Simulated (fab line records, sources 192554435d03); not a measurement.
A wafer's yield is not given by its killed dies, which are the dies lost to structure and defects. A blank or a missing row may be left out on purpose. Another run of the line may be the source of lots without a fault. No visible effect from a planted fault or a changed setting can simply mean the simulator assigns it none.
Chamber matching :: flow n5-finfet :: N5_DUMMY_GATE_ETCH_31 on rie-diel-05: 4 sister chambers
The step etches SiO2 in C4F6/O2, target depth 82.5 nm, time 27.5 s. 22 wafers are shown with their chamber, then 11 later ones without.

== WAFERS, EACH WITH ITS CHAMBER ==
wafer: L074.1
chamber: 1
showerhead-plenum-p-Torr (Torr): 2.71
throttle-valve-pct (%): 21.47
rf-vpp-V (V): 666

wafer: L074.5
chamber: 3
showerhead-plenum-p-Torr (Torr): 2.98
throttle-valve-pct (%): 21.10
rf-vpp-V (V): 666

wafer: L074.6
chamber: 1
showerhead-plenum-p-Torr (Torr): 2.71
throttle-valve-pct (%): 21.49
rf-vpp-V (V): 667

wafer: L079.4
chamber: 2
showerhead-plenum-p-Torr (Torr): 2.82
throttle-valve-pct (%): 21.44
rf-vpp-V (V): 666

wafer: L079.5
chamber: 3
showerhead-plenum-p-Torr (Torr): 2.98
throttle-valve-pct (%): 21.10
rf-vpp-V (V): 665

wafer: L079.6
chamber: 0
showerhead-plenum-p-Torr (Torr): 2.87
throttle-valve-pct (%): 20.97
rf-vpp-V (V): 658

wafer: L080.1
chamber: 2
showerhead-plenum-p-Torr (Torr): 2.82
throttle-valve-pct (%): 21.43
rf-vpp-V (V): 664

wafer: L080.3
chamber: 3
showerhead-plenum-p-Torr (Torr): 2.97
throttle-valve-pct (%): 21.10
rf-vpp-V (V): 666

wafer: L080.4
chamber: 1
showerhead-plenum-p-Torr (Torr): 2.70
throttle-valve-pct (%): 21.51
rf-vpp-V (V): 666

wafer: L084.1
chamber: 3
showerhead-plenum-p-Torr (Torr): 2.97
throttle-valve-pct (%): 21.10
rf-vpp-V (V): 666

wafer: L084.2
chamber: 1
showerhead-plenum-p-Torr (Torr): 2.70
throttle-valve-pct (%): 21.53
rf-vpp-V (V): 666

wafer: L084.4
chamber: 0
showerhead-plenum-p-Torr (Torr): 2.87
throttle-valve-pct (%): 20.97
rf-vpp-V (V): 659

wafer: L085.1
chamber: 0
showerhead-plenum-p-Torr (Torr): 2.87
throttle-valve-pct (%): 20.97
rf-vpp-V (V): 658

wafer: L085.2
chamber: 3
showerhead-plenum-p-Torr (Torr): 2.97
throttle-valve-pct (%): 21.10
rf-vpp-V (V): 665

wafer: L085.4
chamber: 1
showerhead-plenum-p-Torr (Torr): 2.70
throttle-valve-pct (%): 21.50
rf-vpp-V (V): 666

wafer: L087.3
chamber: 1
showerhead-plenum-p-Torr (Torr): 2.70
throttle-valve-pct (%): 21.53
rf-vpp-V (V): 666

wafer: L087.5
chamber: 0
showerhead-plenum-p-Torr (Torr): 2.87
throttle-valve-pct (%): 20.97
rf-vpp-V (V): 657

wafer: L087.6
chamber: 3
showerhead-plenum-p-Torr (Torr): 2.97
throttle-valve-pct (%): 21.13
rf-vpp-V (V): 667

wafer: L088.1
chamber: 1
showerhead-plenum-p-Torr (Torr): 2.70
throttle-valve-pct (%): 21.52
rf-vpp-V (V): 666

wafer: L088.2
chamber: 0
showerhead-plenum-p-Torr (Torr): 2.86
throttle-valve-pct (%): 20.99
rf-vpp-V (V): 657

wafer: L088.3
chamber: 2
showerhead-plenum-p-Torr (Torr): 2.81
throttle-valve-pct (%): 21.47
rf-vpp-V (V): 665

wafer: L090.1
chamber: 1
showerhead-plenum-p-Torr (Torr): 2.70
throttle-valve-pct (%): 21.53
rf-vpp-V (V): 665

SIGNATURES (means of the wafers above)
reading: showerhead-plenum-p-Torr
chamber 0: 2.8680
chamber 1: 2.7025
chamber 2: 2.8167
chamber 3: 2.9733
scatter within a chamber: 0.00489

reading: throttle-valve-pct
chamber 0: 20.9740
chamber 1: 21.5100
chamber 2: 21.4467
chamber 3: 21.1050
scatter within a chamber: 0.0172

reading: rf-vpp-V
chamber 0: 657.80
chamber 1: 666.00
chamber 2: 665.00
chamber 3: 665.83
scatter within a chamber: 0.732
Rule: distance of a wafer from a chamber = root of the sum over the readings of ((wafer's reading minus chamber's mean) / reading's scatter) squared. If the next closest chamber is less than 2 further off than the closest, the wafer can't be placed; otherwise it belongs to the closest. The scatter is the square root of a quotient: the sum, over the shown wafers, of each reading's squared deviation from its chamber's mean, divided by wafers minus chambers.

== WAFERS WITH NO CHAMBER GIVEN ==
wafer: L090.2
showerhead-plenum-p-Torr (Torr): 2.86
throttle-valve-pct (%): 20.99
rf-vpp-V (V): 656

wafer: L090.5
showerhead-plenum-p-Torr (Torr): 2.86
throttle-valve-pct (%): 20.96
rf-vpp-V (V): 656

wafer: L091.3
showerhead-plenum-p-Torr (Torr): 2.81
throttle-valve-pct (%): 21.46
rf-vpp-V (V): 665

wafer: L091.4
showerhead-plenum-p-Torr (Torr): 2.97
throttle-valve-pct (%): 21.12
rf-vpp-V (V): 666

wafer: L091.6
showerhead-plenum-p-Torr (Torr): 2.69
throttle-valve-pct (%): 21.53
rf-vpp-V (V): 666

wafer: L095.2
showerhead-plenum-p-Torr (Torr): 2.96
throttle-valve-pct (%): 21.13
rf-vpp-V (V): 664

wafer: L095.3
showerhead-plenum-p-Torr (Torr): 2.86
throttle-valve-pct (%): 20.99
rf-vpp-V (V): 657

wafer: L095.6
showerhead-plenum-p-Torr (Torr): 2.96
throttle-valve-pct (%): 21.13
rf-vpp-V (V): 666

wafer: L097.3
showerhead-plenum-p-Torr (Torr): 2.81
throttle-valve-pct (%): 21.49
rf-vpp-V (V): 664

wafer: L097.4
showerhead-plenum-p-Torr (Torr): 2.96
throttle-valve-pct (%): 21.14
rf-vpp-V (V): 665

wafer: L097.6
showerhead-plenum-p-Torr (Torr): 2.86
throttle-valve-pct (%): 21.00
rf-vpp-V (V): 658

== CHAMBER TAKEN BY EACH ==
wafer: L090.2
from the rows above: 0
in truth: 0

wafer: L090.5
from the rows above: 0
in truth: 0

wafer: L091.3
from the rows above: 2
in truth: 2

wafer: L091.4
from the rows above: 3
in truth: 3

wafer: L091.6
from the rows above: 1
in truth: 1

wafer: L095.2
from the rows above: 3
in truth: 3

wafer: L095.3
from the rows above: 0
in truth: 0

wafer: L095.6
from the rows above: 3
in truth: 3

wafer: L097.3
from the rows above: 2
in truth: 2

wafer: L097.4
from the rows above: 3
in truth: 3

wafer: L097.6
from the rows above: 0
in truth: 0
11 of 11 placed correctly. Not placeable from these rows: 0. Wrongly placed: 0.
